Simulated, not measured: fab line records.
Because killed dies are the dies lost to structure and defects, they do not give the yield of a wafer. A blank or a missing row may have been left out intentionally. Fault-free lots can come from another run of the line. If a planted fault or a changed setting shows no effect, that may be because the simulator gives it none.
fab line records | flow n5_finfet
[record] lots = 7 wafers = 21
route steps=1938 shown BEOL_M11@1590 BEOL_M12@1649 BEOL_M14@1723 BEOL_M15@1809
start_h: the number of hours between the record's first day and the start of the first shown wafer of the lot | wait_h: hours from the lot's prior step to this one | " identical to the entry in the row above | L1.1+2: a single row standing in for several wafers | - no value present, or no start provided | * or withheld: withheld | < > ~ a bound
route shown NAME@n: NAME is a module with steps in the file, n the number in the route of the first one | usual: average and standard deviation across the fault-free wafers | same: alike in all rows | chamber/n: place in a boat | sites: readings site by site | _std_site: how widely they spread, as a standard deviation | _edge_site: inner sites' mean taken away from outer sites' mean | radius_mm: for every site, how far away it sits from the centre of the wafer | mask NAME#n: copy n | behind: the last tool/chamber to shape the wafer | hold: cause of the lot's hold/its duration in hours/its outcome | device: transistor that didn't switch, given as n, p or np | end of line: the same wafers' tests at the end of the route | a step without rows: its recipe alone | killed: not the wafer's yield, but the dies lost to structure and defects at the first sort | map: a wafer's dies, x killed, . not, _ none there
set.NAME: the setting the step ran with; set.NAME@STEP: the setting that earlier step ran with | model.NAME: the simulator's own value behind a step, which no gauge read
one table per step and one row per wafer, for lots whose settings were changed on purpose
[[steps]]
[step N5_BEOL_M11_ALD_74]
[recipe] material = TaN target_thk_a = 20 temp_c = 275 ald_precursor_family = PDMAT ald_co_reactant = NH3 pressure_torr = 3 carrier_flow_sccm = 1500 pulse_time_s = 2 purge_time_s = 3 co_reactant_purge_time_s = 2 co_reactant_pulse_time_s = 3 ald_cycles = 40 precursor_vessel_temp_c = 75 precursor_vessel_pressure_torr = 26.25 precursor_vessel_carrier_sccm = 1000
// columns lot.wafer tool chamber start_h wait_h set.ald_cycles model.TaN_of_BEOL_M11_ALD_74.thk_nm
L075.4 ald_metal-04 2 210.81 0.0 40 2
L075.5 " 0 " " 34 1.8
L075.6 " 1 " " 34 1.6
L076.2+5 ald_metal-02 3,0 237.94 0.0 40 2
L076.3 " 0 " " 46 2.4
L077.2+3+6 ald_metal-03 1,3,0 249.43 0.1 40 2
L080.2+3+5 ald_metal-04 2,3,2 270.79 0.0 40 2
L087.1+3+4 ald_metal-03 2,0,3 308.71 0.1 40 2
L092.4+6 ald_metal-03 0,2 337.51 0.0 40 2
L092.5 " 1 " " 37 1.8
L097.1+4 ald_metal-02 2,1 354.57 0.0 40 2
L097.6 " 1 " " 36 1.8
[step N5_BEOL_M11_SURFACE_TREAT_76]
[recipe] gas = Ar time_s = * ion_energy_ev = * ion_current_ma_cm2 = 0.5 pressure_mtorr = * ar_flow_sccm = 30
[step N5_BEOL_M11_CVD_75]
[recipe] material = Co target_thk_a = 20 temp_c = withheld precursor = CCTBA/H2 pressure_torr = 30 time_s = 138.9
[step N5_BEOL_M11_ANNEAL_51]
[recipe] temp_c = 225 time_s = 90 ambient = N2
[step N5_BEOL_M11_CMP_52]
[recipe] stop_on = SiCOH_lowk t_overpolish_s = 7 down_force_psi = 1 platen_rpm = 50 clearing_platen_down_force_psi = 1.5 clearing_platen_rpm = 50 post_cmp_clean = cu_alkaline target_thk_nm = 140 clearing_platen_pad_velocity_m_s = 0.99484 pad_velocity_m_s = 0.99484
[step N5_BEOL_M11_THK_MEAS_53]
[recipe] thk_meas_gauge = xrf reads = Cu_of_BEOL_M11_ECD_50
[usual] M11_THK = 140/3.2
// columns lot.wafer tool chamber start_h wait_h set.source_w@BEOL_M11_TRENCH_ETCH_37 M11_THK[nm]
L075.4 film_metro-01 - 212.23 - 290.6 130
L075.5 " - " " 345 140
L075.6 " - " " 345 139
L076.2 film_metro-01 - 239.23 - 300.2 133
L076.3 " - " " 345 139
L076.5 " - " " 300.2 130
L077.2 film_metro-01 - 251.03 - 345 139
L077.3 " - " " 345 144
L077.6 " - " " 345 146
L080.2 film_metro-02 - 272.48 - 313.2 135
L080.3 " - " " 313.2 134
L080.5 " - " " 345 137
L087.1 film_metro-02 - 310.99 - 345 141
L087.3 " - " " 367.3 138
L087.4 " - " " 367.3 144
L092.4 film_metro-01 - 338.86 - 292.7 130
L092.5 " - " " 345 141
L092.6 " - " " 345 144
L097.1 film_metro-02 - 360.71 - 380.9 146
L097.4 " - " " 345 139
L097.6 " - " " 380.9 146
[step N5_BEOL_M11_PRE_CLEAN_55]
[recipe] gas = NH3 time_s = 15 temp_c = withheld rf_power_w = 300
[step N5_BEOL_M11_DEP_56]
[recipe] material = SiCN target_thk_a = 300 temp_c = withheld precursor = 3MS/NH3 pressure_torr = 3 rf_w = 675 time_s = 10.5
[step N5_BEOL_M11_RS_MEAS_57]
[recipe] thk_meas_gauge = four-point-probe reads = Cu_of_BEOL_M11_ECD_50+Co_of_BEOL_M11_CVD_75+TaN_of_BEOL_M11_ALD_74
[usual] M11_RS = 0.151/0.0036
// columns lot.wafer tool chamber start_h wait_h set.source_w@BEOL_M11_TRENCH_ETCH_37 M11_RS[ohm/sq]
L075.4 film_metro-02 - 212.36 0.0 290.6 0.166
L075.5 " - " " 345 0.152
L075.6 " - " " 345 0.153
L076.2 film_metro-01 - 239.38 0.1 300.2 0.158
L076.3 " - " " 345 0.151
L076.5 " - " " 300.2 0.163
L077.2 film_metro-01 - 251.18 0.1 345 0.155
L077.3 " - " " 345 0.147
L077.6 " - " " 345 0.146
L080.2 film_metro-01 - 272.62 0.0 313.2 0.156
L080.3 " - " " 313.2 0.155
L080.5 " - " " 345 0.152
L087.1 film_metro-01 - 311.11 0.0 345 0.149
L087.3 " - " " 367.3 0.153
L087.4 " - " " 367.3 0.146
L092.4 film_metro-02 - 338.99 0.0 292.7 0.165
L092.5 " - " " 345 0.150
L092.6 " - " " 345 0.148
L097.1 film_metro-01 - 360.84 0.0 380.9 0.144
L097.4 " - " " 345 0.150
L097.6 " - " " 380.9 0.143
[step N5_BEOL_M12_SPUTTER_44]
[recipe] material = Ta target_thk_a = 100 temp_c = 50 bias_v = 80 power_w = 15000 chamber_pressure_pa = 0.07 time_s = 16.13
// columns lot.wafer tool chamber start_h wait_h set.time_s model.Ta_of_BEOL_M12_SPUTTER_44.thk_nm
L075.4 pvd_sputter-02 - 217.19 0.0 17.67 11
L075.5 " - " " 17.67 10.8
L075.6 " - " " 16.13 10.2
L076.2+5 pvd_sputter-01 - 244.36 0.0 18.06 11.4
L076.3 " - " " 16.13 10
L077.2+3 pvd_sputter-02 - 255.41 0.0 16.13 10.2
L077.6 " - " " 16.13 10.4
L080.2 pvd_sputter-03 - 277.06 0.0 16.13 10.4
L080.3 " - " " 16.13 10.2
L080.5 " - " " 15.01 9.6
L087.1 pvd_sputter-01 - 313.91 0.0 16.13 9.8
L087.3+4 " - " " 17.66 11
L092.4+6 pvd_sputter-01 - 343.32 0.0 14.53 9
L092.5 " - " " 16.13 10.2
L097.1 pvd_sputter-02 - 363.78 0.0 16.13 10
L097.4 " - " " 15.02 9.4
L097.6 " - " " 15.02 9
[step N5_BEOL_M14_PEB_08]
[recipe] peb_temp_c = 130 peb_time_s = 90
// columns lot.wafer tool chamber start_h wait_h set.peb_time_s
L075.4+5 litho_track-01 0 224.56 0.0 70.87
L075.6 " 0 " " 90
L076.2+3 litho_track-02 0 250.63 0.0 82.38
L076.5 " 0 " " 90
L077.2+3+6 litho_track-02 0 262.87 0.0 90
L080.2+3+5 litho_track-05 0 283.47 0.0 72.5
L087.1+4 litho_track-02 0 319.23 0.1 79.16
L087.3 " 0 " " 90
L092.4+6 litho_track-01 0 351.73 0.0 90
L092.5 " 0 " " 109.6
L097.1 litho_track-01 0 374.28 0.1 90
L097.4+6 " 0 " " 83.59
[step N5_BEOL_M14_DEVELOP_09]
[recipe] develop_time_s = 45 rinse_liquid = diw dry = air_spin dev_temp_c = 21
[step N5_BEOL_M14_HARDBAKE_14]
[recipe] temp_c = 130 time_s = 120
[step N5_BEOL_M14_CD_MEAS_10]
[recipe] target_cd_nm = 250 landing_energy_ev = 500 detector = se_inlens polarity = opening
[usual] cd_nm = 250.4/1.8
// columns lot.wafer tool chamber start_h wait_h set.peb_time_s@BEOL_M14_PEB_08 cd_nm
L075.4 cd_sem-02 0 224.68 - 70.87 238.3
L075.5 " 0 " " 70.87 237.3
L075.6 " 0 " " 90 246.8
L076.2 cd_sem-03 0 250.75 - 82.38 244.4
L076.3 " 0 " " 82.38 245.7
L076.5 " 0 " " 90 249.5
L077.2 cd_sem-01 0 262.99 - 90 250.6
L077.3 " 0 " " 90 251.2
L077.6 " 0 " " 90 252.0
L080.2 cd_sem-01 0 283.58 - 72.5 243.3
L080.3 " 0 " " 72.5 242.7
L080.5 " 0 " " 72.5 244.1
L087.1 cd_sem-01 0 319.35 - 79.16 245.2
L087.3 " 0 " " 90 249.4
L087.4 " 0 " " 79.16 243.6
L092.4 cd_sem-02 0 351.84 - 90 249.7
L092.5 " 0 " " 109.6 258.7
L092.6 " 0 " " 90 250.3
L097.1 cd_sem-02 0 374.39 - 90 250.6
L097.4 " 0 " " 83.59 247.4
L097.6 " 0 " " 83.59 246.1
[step N5_BEOL_M14_ETCH_59]
[recipe] chemistry = N2/H2 target = BARC target_depth_a = 890 overetch_a = 267 time_s = 67.9 ion_energy_ev = 200 pressure_mtorr = 30 source_w = 840 bias_w = 150 n2_flow_sccm = 200 h2_flow_sccm = 200
// columns lot.wafer tool chamber start_h wait_h set.time_s model.coat_of_BEOL_M14_COAT_04.thk_nm
L075.4 rie_diel-05 1 224.80 0.0 67.9 723.6
L075.5 " 3 " " 67.9 719.4
L075.6 " 2 " " 77.82 709.2
L076.2 rie_diel-03 3 250.89 0.0 76.7 708.4
L076.3 " 2 " " 67.9 717.8
L076.5 " 2 " " 67.9 720.8
L077.2 rie_diel-03 0 263.11 0.0 67.9 716.6
L077.3 " 3 " " 67.9 715.4
L077.6 " 3 " " 67.9 716.8
L080.2 rie_diel-03 1 283.73 0.0 60.4 717.4
L080.3 " 0 " " 67.9 709.8
L080.5 " 1 " " 67.9 713.6
L087.1+3 rie_diel-04 1,0 319.49 0.0 67.9 717.8
L087.4 " 3 " " 58.15 725.2
L092.4 rie_diel-03 1 351.96 0.0 67.9 714.6
L092.5 " 2 " " 67.9 716.8
L092.6 " 1 " " 67.9 714.2
L097.1 rie_diel-04 1 374.52 0.0 67.9 715.4
L097.4 " 3 " " 76.84 709.8
L097.6 " 2 " " 67.9 713.4
[step N5_BEOL_M14_VIA_ETCH_16]
[recipe] chemistry = C4F8/O2/Ar target = SiO2 he_inner_torr = 15 he_outer_torr = 30 target_depth_a = 12313 time_s = withheld ion_energy_ev = 800 pressure_mtorr = 20 source_w = 1905 bias_w = 2040 Ar_flow_sccm = 400 C4F8_flow_sccm = 16 O2_flow_sccm = 12 ends = cleared
[step N5_BEOL_M14_STRIP_63]
[recipe] chemistry = O2 power_w = 600 temp_c = 60 pressure_mtorr = 30 rf_frequency_hz = 6e+07 bias_power_w = 0 overash_fraction = 0.3 o2_flow_sccm = 225
[step N5_BEOL_M14_STRIP_71]
[recipe] chemistry = post_etch_residue_remover time_s = 60 temp_c = 25 remover_ph = withheld remover_water_wt_pct = withheld remover_fluoride_wt_pct = withheld
[step N5_BEOL_M14_SRD_72]
[recipe] time_s = 30 temp_c = 23 rinse_liquid = diw dry = n2_spin spin_rpm = 1500 dry_time_s = 30
[step N5_BEOL_M14_CD_MEAS_17]
[recipe] target_cd_nm = 250 polarity = opening
[usual] cd_nm = 251.1/2.1
// columns lot.wafer tool chamber start_h wait_h set.peb_time_s@BEOL_M14_PEB_08 cd_nm
L075.4 cd_sem-03 - 225.21 0.0 70.87 239.5
L075.5 " - " " 70.87 237.5
L075.6 " - " " 90 251.2
L076.2 cd_sem-01 - 251.33 0.0 82.38 247.0
L076.3 " - " " 82.38 245.9
L076.5 " - " " 90 249.2
L077.2 cd_sem-01 - 263.51 0.0 90 251.4
L077.3 " - " " 90 251.7
L077.6 " - " " 90 252.9
L080.2 cd_sem-01 - 284.17 0.0 72.5 242.4
L080.3 " - " " 72.5 244.2
L080.5 " - " " 72.5 244.2
L087.1 cd_sem-02 - 319.93 0.0 79.16 247.4
L087.3 " - " " 90 249.5
L087.4 " - " " 79.16 242.3
L092.4 cd_sem-02 - 352.37 0.0 90 250.6
L092.5 " - " " 109.6 258.7
L092.6 " - " " 90 251.7
L097.1 cd_sem-01 - 374.92 0.0 90 252.6
L097.4 " - " " 83.59 250.0
L097.6 " - " " 83.59 248.9
[step N5_BEOL_M14_SPUTTER_43]
[recipe] material = TaN target_thk_a = 150 temp_c = 50 bias_v = 168.6 power_w = 15000 chamber_pressure_pa = 0.12 time_s = 24.19
// columns lot.wafer tool chamber start_h wait_h set.power_w model.TaN_of_BEOL_M14_SPUTTER_43.thk_nm
L075.4 pvd_sputter-02 - 227.92 0.0 15990 16.2
L075.5 " - " " 15000 15
L075.6 " - " " 15990 15.8
L076.2 pvd_sputter-03 - 254.85 0.0 15000 15.4
L076.3 " - " " 16800 17.2
L076.5 " - " " 16800 17
L077.2+3+6 pvd_sputter-01 - 268.89 0.0 15000 15.2
L080.2+5 pvd_sputter-02 - 285.94 0.0 15000 14.8
L080.3 " - " " 15000 14.6
L087.1 pvd_sputter-02 - 323.74 0.0 15000 15
L087.3 " - " " 15000 15.2
L087.4 " - " " 15000 14.8
L092.4 pvd_sputter-02 - 354.29 0.0 15000 14.8
L092.5 " - " " 13850 13.6
L092.6 " - " " 13850 13.8
L097.1 pvd_sputter-01 - 378.27 0.0 15000 15.2
L097.4 " - " " 15000 15
L097.6 " - " " 16210 16.4
[step N5_BEOL_M15_TRENCH_ETCH_34]
[recipe] chemistry = C4F8/O2/Ar target = SiO2 target_depth_a = 8729.3 he_inner_torr = 15 he_outer_torr = 30 time_s = 199 ion_energy_ev = 800 pressure_mtorr = 20 source_w = 1905 bias_w = 2040 Ar_flow_sccm = 400 C4F8_flow_sccm = 16 O2_flow_sccm = 12
// columns lot.wafer tool chamber start_h wait_h set.time_s model.etch.depth_nm model.coat_of_BEOL_M15_COAT_22.thk_nm
L075.4 rie_diel-01 0 231.84 0.1 199 885.5 545.6
L075.5 " 3 " " 171.7 744.5 568.2
L075.6 " 2 " " 199 844.6 547.6
L076.2 rie_diel-06 2 258.43 0.0 199 875.6 544
L076.3 " 3 " " 199 867.3 543.2
L076.5 " 1 " " 199 868.4 542.2
L077.2 rie_diel-06 3 273.66 0.0 199 871.9 542.6
L077.3 " 1 " " 199 856.6 545.2
L077.6 " 1 " " 199 848.5 547.2
L080.2 rie_diel-01 3 289.72 0.0 199 858.9 549.6
L080.3 " 0 " " 213.7 956.3 531
L080.5 " 3 " " 199 854.2 549.2
L087.1 rie_diel-01 1 327.38 0.0 210.4 929.9 528.8
L087.3 " 2 " " 210.4 904 535.8
L087.4 " 0 " " 199 894.2 543.4
L092.4 rie_diel-06 2 358.20 0.0 199 888.1 538
L092.5 " 1 " " 199 852.6 544
L092.6 " 2 " " 199 885.4 538.4
L097.1 rie_diel-01 1 382.27 0.0 199 885.1 537.2
L097.4 " 1 " " 199 880.1 537.2
L097.6 " 3 " " 199 861.9 547.4
[step N5_BEOL_M15_SPUTTER_44]
[recipe] material = Ta target_thk_a = 150 temp_c = 50 bias_v = 80 power_w = 15000 chamber_pressure_pa = 0.07 time_s = 24.19
// columns lot.wafer tool chamber start_h wait_h set.power_w model.Ta_of_BEOL_M15_SPUTTER_44.thk_nm
L075.4+6 pvd_sputter-03 - 234.10 0.0 15000 15
L075.5 " - " " 15000 15.2
L076.2 pvd_sputter-01 - 259.99 0.0 16500 16.4
L076.3 " - " " 15000 15
L076.5 " - " " 16500 16.8
L077.2+3+6 pvd_sputter-03 - 277.38 0.0 15000 15
L080.2 pvd_sputter-02 - 290.48 0.0 13860 13.8
L080.3 " - " " 15000 15.2
L080.5 " - " " 15000 15
L087.1+3 pvd_sputter-03 - 329.17 0.0 15990 16
L087.4 " - " " 15000 15
L092.4 pvd_sputter-03 - 363.29 0.0 17020 17.2
L092.5 " - " " 17020 17.4
L092.6 " - " " 15000 15.2
L097.1+6 pvd_sputter-02 - 387.98 0.0 13080 12.8
L097.4 " - " " 15000 14.4
[step N5_BEOL_M15_SPUTTER_45]
[recipe] material = Cu target_thk_a = 1000 temp_c = -20 bias_v = 60 power_w = 26000 chamber_pressure_pa = 0.13 time_s = 16.67
[step N5_BEOL_M15_ECD_47]
[recipe] material = Cu target_thk_a = 18600
[step N5_BEOL_M15_ANNEAL_48]
[recipe] temp_c = 225 time_s = 90 ambient = N2
[step N5_BEOL_M15_CMP_49]
[recipe] stop_on = SiO2 t_overpolish_s = 4.9 down_force_psi = 2 platen_rpm = 80 clearing_platen_down_force_psi = 2 clearing_platen_rpm = 80 post_cmp_clean = cu_alkaline target_thk_nm = 850 clearing_platen_pad_velocity_m_s = 1.5917 pad_velocity_m_s = 1.5917
// columns lot.wafer tool chamber start_h wait_h set.time_s@BEOL_M15_TRENCH_ETCH_34 model.Cu_of_BEOL_M15_ECD_47.thk_nm
L075.4 cmp-01 1 234.95 0.2 199 864.6
L075.6 " 2 " " 199 821
L075.5 " 3 " " 171.7 721.6
L076.3 cmp-04 2 261.34 0.2 199 845
L076.2 " 1 " " 199 851.2
L076.5 " 3 " " 199 842.8
L077.3 cmp-04 0 278.12 0.2 199 833.4
L077.2 " 3 " " 199 850.2
L077.6 " 1 " " 199 826
L080.2 cmp-03 0 291.22 0.2 199 836.2
L080.3 " 2 " " 213.7 931.8
L080.5 " 1 " " 199 830.8
L087.4 cmp-04 1 331.33 0.1 199 871.8
L087.3 " 3 " " 210.4 879.6
L087.1 " 0 " " 210.4 906.4
L092.4 cmp-03 0 364.13 0.1 199 863.2
L092.5 " 0 " " 199 828.4
L092.6 " 1 " " 199 864.8
L097.4 cmp-01 0 389.42 0.1 199 857.2
L097.1 " 3 " " 199 863.8
L097.6 " 1 " " 199 842
[step N5_BEOL_M15_THK_MEAS_50]
[recipe] thk_meas_gauge = xrf reads = Cu_of_BEOL_M15_ECD_47
[usual] M15_THK = 847/17
// columns lot.wafer tool chamber start_h wait_h set.time_s@BEOL_M15_TRENCH_ETCH_34 M15_THK[nm]
L075.4 film_metro-02 - 235.13 - 199 858
L075.5 " - " " 171.7 714
L075.6 " - " " 199 810
L076.2 film_metro-01 - 261.63 - 199 842
L076.3 " - " " 199 829
L076.5 " - " " 199 830
L077.2 film_metro-01 - 278.41 - 199 847
L077.3 " - " " 199 829
L077.6 " - " " 199 821
L080.2 film_metro-01 - 291.51 - 199 837
L080.3 " - " " 213.7 927
L080.5 " - " " 199 829
L087.1 film_metro-02 - 331.63 - 210.4 898
L087.3 " - " " 210.4 877
L087.4 " - " " 199 866
L092.4 film_metro-02 - 364.43 - 199 851
L092.5 " - " " 199 819
L092.6 " - " " 199 855
L097.1 film_metro-02 - 389.71 - 199 855
L097.4 " - " " 199 851
L097.6 " - " " 199 838
[step N5_BEOL_M15_PRE_CLEAN_52]
[recipe] gas = NH3 time_s = 15 temp_c = withheld rf_power_w = 300
[step N5_BEOL_M15_DEP_53]
[recipe] material = SiCN target_thk_a = 500 temp_c = withheld precursor = 3MS/NH3 pressure_torr = 3 rf_w = 675 time_s = 17.8
[step N5_BEOL_M15_RS_MEAS_54]
[recipe] thk_meas_gauge = four-point-probe reads = Cu_of_BEOL_M15_ECD_47+Ta_of_BEOL_M15_SPUTTER_44+TaN_of_BEOL_M15_SPUTTER_43
[usual] M15_RS = 0.0215/0.00042
// columns lot.wafer tool chamber start_h wait_h set.time_s@BEOL_M15_TRENCH_ETCH_34 M15_RS[ohm/sq]
L075.4 film_metro-01 - 235.26 0.0 199 0.0212
L075.5 " - " " 171.7 0.0255
L075.6 " - " " 199 0.0223
L076.2 film_metro-02 - 261.76 0.1 199 0.0216
L076.3 " - " " 199 0.0217
L076.5 " - " " 199 0.0218
L077.2 film_metro-01 - 278.54 0.1 199 0.0216
L077.3 " - " " 199 0.0220
L077.6 " - " " 199 0.0223
L080.2 film_metro-02 - 291.64 0.1 199 0.0220
L080.3 " - " " 213.7 0.0197
L080.5 " - " " 199 0.0221
L087.1 film_metro-01 - 331.75 0.0 210.4 0.0202
L087.3 " - " " 210.4 0.0208
L087.4 " - " " 199 0.0210
L092.4 film_metro-01 - 364.56 0.0 199 0.0212
L092.5 " - " " 199 0.0222
L092.6 " - " " 199 0.0212
L097.1 film_metro-02 - 389.87 0.1 199 0.0213
L097.4 " - " " 199 0.0214
L097.6 " - " " 199 0.0218
[[key]]
[split] step = N5_BEOL_M11_ALD_74 setting = ald_cycles stated = 40 by = wafer
[response] step = N5_BEOL_M11_ALD_74 reading = model.TaN_of_BEOL_M11_ALD_74.thk_nm change = +0.0231 per = 1% r = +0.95
[split] step = N5_BEOL_M12_SPUTTER_44 setting = time_s stated = 16.13 by = wafer
[response] step = N5_BEOL_M12_SPUTTER_44 reading = model.Ta_of_BEOL_M12_SPUTTER_44.thk_nm change = +0.11 per = 1% r = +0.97
[split] step = N5_BEOL_M14_PEB_08 setting = peb_time_s stated = 90 by = wafer
[response] step = N5_BEOL_M14_CD_MEAS_10 reading = cd_nm change = +0.423 per = 1% r = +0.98
[response] step = N5_BEOL_M14_CD_MEAS_17 reading = cd_nm change = +0.448 per = 1% r = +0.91
[split] step = N5_BEOL_M14_ETCH_59 setting = time_s stated = 67.9 by = wafer
[response] step = N5_BEOL_M14_ETCH_59 reading = model.coat_of_BEOL_M14_COAT_04.thk_nm change = -0.624 per = 1% r = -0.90
[split] step = N5_BEOL_M14_SPUTTER_43 setting = power_w stated = 15000 by = wafer
[response] step = N5_BEOL_M14_SPUTTER_43 reading = model.TaN_of_BEOL_M14_SPUTTER_43.thk_nm change = +0.147 per = 1% r = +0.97
[split] step = N5_BEOL_M15_TRENCH_ETCH_34 setting = time_s stated = 199 by = wafer
[response] step = N5_BEOL_M15_TRENCH_ETCH_34 reading = model.etch.depth_nm change = +9.15 per = 1% r = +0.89
[response] step = N5_BEOL_M15_TRENCH_ETCH_34 reading = model.coat_of_BEOL_M15_COAT_22.thk_nm change = -1.8 per = 1% r = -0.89
[response] step = N5_BEOL_M15_CMP_49 reading = model.Cu_of_BEOL_M15_ECD_47.thk_nm change = +9.11 per = 1% r = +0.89
[response] step = N5_BEOL_M15_THK_MEAS_50 reading = M15_THK change = +8.93 per = 1% r = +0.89
[response] step = N5_BEOL_M15_RS_MEAS_54 reading = M15_RS change = -0.000259 per = 1% r = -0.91
[split] step = N5_BEOL_M15_SPUTTER_44 setting = power_w stated = 15000 by = wafer
[response] step = N5_BEOL_M15_SPUTTER_44 reading = model.Ta_of_BEOL_M15_SPUTTER_44.thk_nm change = +0.149 per = 1% r = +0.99
split outside_this_file step=N5_BEOL_M11_TRENCH_ETCH_37 setting=source_w
// split outside_this_file: this setting was split too, and the file shows its column; the key of that split is in another file
